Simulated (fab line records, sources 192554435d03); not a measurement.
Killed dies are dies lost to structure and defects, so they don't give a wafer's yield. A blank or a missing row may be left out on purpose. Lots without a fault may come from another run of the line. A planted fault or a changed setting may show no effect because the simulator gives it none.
Split-lot experiment | flow n5_finfet | 7 lots, 39 wafers read, on a route of 1938 steps

THE SPLIT
At N5_BEOL_M13_ETCH_59 (etches BARC in N2/H2, target depth 89 nm, overetch 26.7 nm, time 67.9 s), the setting time_s was moved away from the recipe's 67.9 s on 15 of the 39 wafers read, by -43.3% to +38.4%. The other wafers ran this setting at the recipe's value.

FROM THE SPLIT TO THE READING: what the file shows between them, 5 steps
- N5_BEOL_M13_VIA_ETCH_16: etches SiOC in C4F8/O2/Ar, target depth 921.7 nm
- N5_BEOL_M13_STRIP_63: strips in N2/H2
- N5_BEOL_M13_STRIP_64: strips in N2/H2
- N5_BEOL_M13_STRIP_71: strips in post etch residue remover, time 60 s
- N5_BEOL_M13_SRD_72: time 30 s, dry time 30 s

THE READING
cd_nm, in nm, at N5_BEOL_M13_CD_MEAS_17 (target cd 190 nm). Fault-free wafers of this fab line usually give 190.0 nm, standard deviation 1.7 nm.

wafer  | tool, chamber at the split | time_s as run, s | against the recipe | cd_nm, nm | against lot-mates on the recipe
L075.1 | rie_diel-01, 1             | 67.9             | recipe             | 190.4     | -
L075.2 | rie_diel-01, 3             | 67.9             | recipe             | 187.9     | -
L075.3 | rie_diel-01, 0             | 67.9             | recipe             | 188.7     | -
L075.4 | rie_diel-01, 3             | 67.9             | recipe             | 188.2     | -
L075.5 | rie_diel-01, 1             | 67.9             | recipe             | 190.2     | -
L075.6 | rie_diel-01, 0             | 67.9             | recipe             | 185.8     | -
L077.1 | rie_diel-04, 1             | 43.17            | -36.4%             | 185.9     | -3.6
L077.2 | rie_diel-04, 2             | 43.17            | -36.4%             | 183.4     | -6.1
L077.3 | rie_diel-04, 0             | 43.17            | -36.4%             | 184.8     | -4.7
L077.4 | rie_diel-04, 1             | 67.9             | recipe             | 190.4     | -
L077.5 | rie_diel-04, 0             | 67.9             | recipe             | 190.0     | -
L077.6 | rie_diel-04, 2             | 67.9             | recipe             | 188.1     | -
L078.1 | rie_diel-04, 2             | 67.9             | recipe             | 190.8     | -
L078.2 | rie_diel-04, 0             | 67.9             | recipe             | 190.8     | -
L078.3 | rie_diel-04, 3             | 89.19            | +31.4%             | 192.7     | +1.8
L078.4 | rie_diel-04, 2             | 89.19            | +31.4%             | 194.3     | +3.4
L078.5 | rie_diel-04, 3             | 67.9             | recipe             | 191.2     | -
L078.6 | rie_diel-04, 0             | 89.19            | +31.4%             | 194.7     | +3.8
L083.1 | rie_diel-06, 2             | 67.9             | recipe             | 192.6     | -
L083.2 | rie_diel-06, 3             | 88.64            | +30.5%             | 195.3     | +2.8
L083.3 | rie_diel-06, 1             | 67.9             | recipe             | 190.8     | -
L083.4 | rie_diel-06, 0             | 88.64            | +30.5%             | 196.2     | +3.7
L083.5 | rie_diel-06, 2             | 67.9             | recipe             | 194.1     | -
L083.6 | rie_diel-06, 3             | 88.64            | +30.5%             | 195.2     | +2.7
L082.1 | rie_diel-04, 0             | 93.97            | +38.4%             | 194.3     | +7.3
L082.2 | rie_diel-04, 3             | 93.97            | +38.4%             | 195.2     | +8.2
L082.3 | rie_diel-04, 2             | 67.9             | recipe             | 187.5     | -
L082.4 | rie_diel-04, 1             | 67.9             | recipe             | 187.1     | -
L082.5 | rie_diel-04, 3             | 67.9             | recipe             | 186.5     | -
L082.6 | rie_diel-04, 2             | 93.97            | +38.4%             | 193.1     | +6.1
L085.1 | rie_diel-06, 0             | 38.49            | -43.3%             | 186.5     | -3.9
L085.2 | rie_diel-06, 3             | 67.9             | recipe             | 189.3     | -
L085.3 | rie_diel-06, 1             | 67.9             | recipe             | 189.4     | -
L085.4 | rie_diel-06, 2             | 67.9             | recipe             | 192.5     | -
L085.5 | rie_diel-06, 1             | 38.49            | -43.3%             | 185.9     | -4.5
L085.6 | rie_diel-06, 0             | 38.49            | -43.3%             | 186.8     | -3.6
L091.2 | rie_diel-04, 2             | 67.9             | recipe             | 191.5     | -
L091.5 | rie_diel-04, 1             | 67.9             | recipe             | 190.2     | -
L091.6 | rie_diel-04, 2             | 67.9             | recipe             | 191.4     | -

THE FIT
A straight line over all 39 wafers: cd_nm changes by +0.122 nm for each +1% of time_s; r = +0.84; the points scatter about the line by 1.8 nm.
The same after taking each lot's own level away (the mean of its wafers on the recipe; 39 wafers): +0.122 nm for each +1%; r = +0.90; scatter 1.3 nm.
On that fit, the largest move of time_s shifts the reading by 5.3 nm.
The lots' own levels span 187.03 to 192.50 nm, that is 3.2 times the standard deviation above.
So the lot-to-lot level changes the slope little: the two slopes agree.
Check: with one of the wafers moved furthest among these (-43.3%) left out of the fit, the line predicts -5.34 nm for it against its lot-mates. It came out at -3.9 nm against them.

THE WHOLE CHAIN: every reading that the file lists as answering this split, in the file's order
step                    | what it does                                                            | reading                                                                          | change (the file's fit)                                                             | r (the file's)
N5_BEOL_M13_ETCH_59     | etches BARC in N2/H2, target depth 89 nm, overetch 26.7 nm, time 67.9 s | etch.depth_nm (the simulator's own value, which no gauge read)                   | not straight: 64.46 at the lowest setting, 89.11 at the recipe, 89.3 at the highest | not given
N5_BEOL_M13_ETCH_59     | etches BARC in N2/H2, target depth 89 nm, overetch 26.7 nm, time 67.9 s | coat_of_BEOL_M13_COAT_04.thk_nm (the simulator's own value, which no gauge read) | -0.629 nm for each +1% of the setting                                               | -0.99
N5_BEOL_M13_VIA_ETCH_16 | etches SiOC in C4F8/O2/Ar, target depth 921.7 nm                        | coat_of_BEOL_M13_COAT_04.thk_nm (the simulator's own value, which no gauge read) | -0.652 nm for each +1% of the setting                                               | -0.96
N5_BEOL_M13_STRIP_63    | strips in N2/H2                                                         | strip_time_to_endpoint_s                                                         | withheld for each +1% of the setting                                                | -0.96
N5_BEOL_M13_CD_MEAS_17  | target cd 190 nm                                                        | cd_nm                                                                            | +0.123 nm for each +1% of the setting                                               | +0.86

THE FILE'S OWN FIT
cd_nm changes by +0.123 nm for each +1% of time_s, r = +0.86.
